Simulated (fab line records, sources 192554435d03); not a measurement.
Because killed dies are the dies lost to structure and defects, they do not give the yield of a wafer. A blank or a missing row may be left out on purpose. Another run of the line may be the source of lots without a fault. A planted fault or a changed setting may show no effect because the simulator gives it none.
Matching of chambers / flow n5 finfet / rie diel-04 running N5_BEOL_M1_ETCH_69: 4 sister chambers
The step etches SiARC in CF4, target depth 15.6 nm, time 26 s. 18 wafers are shown with their chamber, then 9 later ones without.

WAFERS PAIRED WITH THEIR CHAMBERS
wafer=L082.1; chamber=3; showerhead plenum p Torr (Torr)=2.19; throttle valve pct (%)=15.68; drypump motor current A (A)=5.7
wafer=L082.3; chamber=0; showerhead plenum p Torr (Torr)=2.14; throttle valve pct (%)=15.44; drypump motor current A (A)=5.9
wafer=L082.5; chamber=0; showerhead plenum p Torr (Torr)=2.14; throttle valve pct (%)=15.43; drypump motor current A (A)=5.9
wafer=L083.1; chamber=2; showerhead plenum p Torr (Torr)=2.19; throttle valve pct (%)=15.65; drypump motor current A (A)=6.4
wafer=L083.5; chamber=2; showerhead plenum p Torr (Torr)=2.19; throttle valve pct (%)=15.67; drypump motor current A (A)=6.4
wafer=L083.6; chamber=1; showerhead plenum p Torr (Torr)=2.09; throttle valve pct (%)=15.27; drypump motor current A (A)=5.3
wafer=L084.2; chamber=3; showerhead plenum p Torr (Torr)=2.19; throttle valve pct (%)=15.69; drypump motor current A (A)=5.7
wafer=L084.3; chamber=1; showerhead plenum p Torr (Torr)=2.09; throttle valve pct (%)=15.28; drypump motor current A (A)=5.4
wafer=L084.5; chamber=3; showerhead plenum p Torr (Torr)=2.19; throttle valve pct (%)=15.70; drypump motor current A (A)=5.7
wafer=L087.2; chamber=1; showerhead plenum p Torr (Torr)=2.09; throttle valve pct (%)=15.28; drypump motor current A (A)=5.3
wafer=L087.3; chamber=2; showerhead plenum p Torr (Torr)=2.19; throttle valve pct (%)=15.68; drypump motor current A (A)=6.4
wafer=L087.5; chamber=0; showerhead plenum p Torr (Torr)=2.14; throttle valve pct (%)=15.45; drypump motor current A (A)=5.9
wafer=L089.1; chamber=2; showerhead plenum p Torr (Torr)=2.19; throttle valve pct (%)=15.68; drypump motor current A (A)=6.3
wafer=L089.5; chamber=3; showerhead plenum p Torr (Torr)=2.19; throttle valve pct (%)=15.71; drypump motor current A (A)=5.7
wafer=L089.6; chamber=2; showerhead plenum p Torr (Torr)=2.19; throttle valve pct (%)=15.69; drypump motor current A (A)=6.3
wafer=L091.3; chamber=0; showerhead plenum p Torr (Torr)=2.13; throttle valve pct (%)=15.46; drypump motor current A (A)=5.9
wafer=L091.4; chamber=2; showerhead plenum p Torr (Torr)=2.18; throttle valve pct (%)=15.69; drypump motor current A (A)=6.4
wafer=L091.6; chamber=1; showerhead plenum p Torr (Torr)=2.09; throttle valve pct (%)=15.28; drypump motor current A (A)=5.3

SIGNATURES, as means of the wafers listed above
reading=showerhead plenum p Torr; chamber 0=2.1375; chamber 1=2.0900; chamber 2=2.1883; chamber 3=2.1900; scatter within a chamber=0.00336
reading=throttle valve pct; chamber 0=15.4450; chamber 1=15.2775; chamber 2=15.6767; chamber 3=15.6950; scatter within a chamber=0.0126
reading=drypump motor current A; chamber 0=5.900; chamber 1=5.325; chamber 2=6.367; chamber 3=5.700; scatter within a chamber=0.0386
Rule: a wafer lies at a distance from a chamber equal to the root of the sum of squares, over the readings, of (its reading less the chamber's mean, divided by the reading's scatter). If the next closest chamber is less than 2 further off than the closest, the wafer can't be placed; otherwise it belongs to the closest. How the scatter is found: for the shown wafers, subtract from each reading the mean of its chamber, square and add these, divide the total by (wafers less chambers), then take the root.

WAFERS MISSING THEIR CHAMBER
wafer=L090.1; showerhead plenum p Torr (Torr)=2.19; throttle valve pct (%)=15.71; drypump motor current A (A)=5.7
wafer=L090.3; showerhead plenum p Torr (Torr)=2.09; throttle valve pct (%)=15.29; drypump motor current A (A)=5.3
wafer=L090.5; showerhead plenum p Torr (Torr)=2.18; throttle valve pct (%)=15.70; drypump motor current A (A)=6.3
wafer=L093.3; showerhead plenum p Torr (Torr)=2.19; throttle valve pct (%)=15.72; drypump motor current A (A)=5.7
wafer=L093.4; showerhead plenum p Torr (Torr)=2.13; throttle valve pct (%)=15.48; drypump motor current A (A)=5.9
wafer=L093.6; showerhead plenum p Torr (Torr)=2.08; throttle valve pct (%)=15.30; drypump motor current A (A)=5.3
wafer=L096.1; showerhead plenum p Torr (Torr)=2.08; throttle valve pct (%)=15.33; drypump motor current A (A)=5.3
wafer=L096.5; showerhead plenum p Torr (Torr)=2.13; throttle valve pct (%)=15.46; drypump motor current A (A)=5.9
wafer=L096.6; showerhead plenum p Torr (Torr)=2.18; throttle valve pct (%)=15.72; drypump motor current A (A)=5.7

CHAMBER TAKEN BY EACH
wafer=L090.1; from the rows above=3; in truth=3
wafer=L090.3; from the rows above=1; in truth=1
wafer=L090.5; from the rows above=2; in truth=2
wafer=L093.3; from the rows above=3; in truth=3
wafer=L093.4; from the rows above=0; in truth=0
wafer=L093.6; from the rows above=1; in truth=1
wafer=L096.1; from the rows above=1; in truth=1
wafer=L096.5; from the rows above=0; in truth=0
wafer=L096.6; from the rows above=3; in truth=3
Correctly placed: 9 of 9. Left unplaced by these rows: 0. 0 placed wrongly.
